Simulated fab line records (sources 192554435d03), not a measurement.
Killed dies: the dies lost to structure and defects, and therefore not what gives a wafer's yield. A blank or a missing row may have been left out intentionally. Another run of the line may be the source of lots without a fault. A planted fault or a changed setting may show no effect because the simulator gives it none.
One fault seen from 2 desks	flow n5-finfet	every desk sees just its own numbers, and what lay behind them comes last

== METROLOGY DESK ==
What the gauges read, lot by lot, whatever tool the lot ran on: means of the sampled wafers that have a number. Any lot whose mean is over 4 standard deviations away from the usual mean is out of limits and marked OUT; that distance is given in the brackets. Of its 11 readings 7 are shown: the one that was out of limits first, and those that lie furthest out on some lot.
Columns: A = DIBL_P at N5_BEOL_M4_RC_MEAS_101, usual 35.9 mV/V; B = IOFF_P at N5_BEOL_M4_RC_MEAS_101, usual 0.21 nA/um; C = ION_N at N5_BEOL_M4_RC_MEAS_101, usual 672 uA/um; D = ION_P at N5_BEOL_M4_RC_MEAS_101, usual 461 uA/um; E = RS_NWELL at N5_BEOL_M4_RC_MEAS_101, usual 1036 ohm/sq; F = SS_N at N5_BEOL_M4_RC_MEAS_101, usual 71.4 mV/dec; G = VT_P at N5_BEOL_M4_RC_MEAS_101, usual -250 mV
lot	first seen here	A	B	C	D	E	F	G
L847	day 8 04:54	36.2	0.23	673	462	1037	72.2	-246
L849	day 9 04:48	37.0	0.24	677	460	1036	71.6	-247
L852	day 9 05:35	37.4	0.23	679	465	1125 (+14) OUT	71.3	-249
L850	day 9 12:25	36.9	0.21	678	461	1120 (+13) OUT	71.8	-252
L864	day 12 12:24	37.2	0.21	670	458	1035	72.1	-249
L865	day 13 00:23	36.7	0.26	670	466	1043	71.9	-245
L866	day 13 21:21	35.7	0.17	660	447	1037	71.5	-256
L868	day 13 21:41	36.2	0.21	673	458	1031	71.6	-250
L869	day 14 04:16	37.0	0.20	673	459	1042	71.1	-252
This desk reports L850, L852 out of limits; the earliest was L852 at day 9 05:35 (RS_NWELL at N5_BEOL_M4_RC_MEAS_101). L847, L849, L864, L865, L866, L868, L869 stayed within limits.

== THE TOOL OWNER'S DESK: implanter-02 ==
For each lot that ran on this tool, the mean over its sampled wafers that have a number, from the tool's own readings at N5_WELL_APT_IMPLANT_14. Any lot whose mean is over 4 standard deviations away from the usual mean is out of limits and marked OUT; that distance is given in the brackets.
Columns: A = dose-ions-cm2 at N5_WELL_APT_IMPLANT_14, usual 1.4995e+13; B = faraday-current-uA at N5_WELL_APT_IMPLANT_14, usual 190
lot	first seen here	A	B
L847	day 1 20:07	1.5002e+13	190
L849	day 2 07:56	1.4997e+13	190
L850	day 2 13:59	1.2989e+13 (-99 or more) OUT	165 (-6.1) OUT
L852	day 3 02:07	1.2970e+13 (-99 or more) OUT	164 (-6.4) OUT
L864	day 6 01:52	1.5004e+13	189
L869	day 7 07:44	1.4985e+13	185
This desk's verdict: out of limits on L850, L852, starting with L850 at day 2 13:59 (dose-ions-cm2 at N5_WELL_APT_IMPLANT_14). L847, L849, L864, L869 stayed within limits.

== BROUGHT TOGETHER ==
An alarm could have come from the tool owner's desk at day 2 13:59, on L850, L852.
At day 9 05:35 the metrology desk could have sounded an alarm, on L850, L852.
Every lot named ran N5_WELL_APT_IMPLANT_14 on implanter-02.

== WHAT WAS PUT IN BY THE SIMULATOR ==
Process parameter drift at N5_WELL_APT_IMPLANT_14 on implanter-02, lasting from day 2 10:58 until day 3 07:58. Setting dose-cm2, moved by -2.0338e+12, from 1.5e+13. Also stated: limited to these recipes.
Shown lots that were struck: L850, L852.
Fault start to first reading out of limits, in hours, per desk: tool owner, 3; metrology, 163.
